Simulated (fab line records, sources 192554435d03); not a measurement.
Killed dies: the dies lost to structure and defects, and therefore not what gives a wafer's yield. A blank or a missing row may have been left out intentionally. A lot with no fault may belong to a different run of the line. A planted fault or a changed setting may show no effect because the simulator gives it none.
Matching of chambers ; flow n5Finfet ; N5_BEOL_M11_DESCUM_16 on rieDiel-01 has 4 sister chambers
The step chemistry O2, time 7.9 s. 4 wafers are shown with their chamber, then 9 later ones without.

## WAFERS, EACH WITH ITS CHAMBER
wafer;chamber;showerheadPlenumPTorr (Torr)
L085.1;1;1.97
L090.1;2;2.03
L090.2;3;2.14
L090.6;0;2.22

## WAFERS MISSING THEIR CHAMBER
wafer;showerheadPlenumPTorr (Torr)
L092.2;2.03
L092.4;2.14
L092.6;2.03
L095.1;1.97
L095.2;2.03
L095.4;2.14
L097.1;2.14
L097.4;2.02
L097.5;2.21

## WHICH CHAMBER EACH ONE RAN IN
wafer;from the rows above;in truth
L092.2;2;2
L092.4;3;3
L092.6;2;2
L095.1;1;1
L095.2;2;2
L095.4;3;3
L097.1;3;3
L097.4;2;2
L097.5;0;0
Correct placement for 9 of the 9. Can't be placed from these rows: 0. Placed wrongly: 0.
How it was worked out, from the rows above alone: a wafer's distance from a chamber is the root of the sum, over the readings, of the square of ((its reading less the chamber's mean) divided by the reading's scatter). The wafer belongs to the nearest chamber; if the next one is less than 2 further off, it can't be placed. For every chamber, the mean is computed from those of its wafers that are shown. The scatter: root of mean squared gap, hidden wafer to nearest shown wafer, with one shown wafer a chamber.
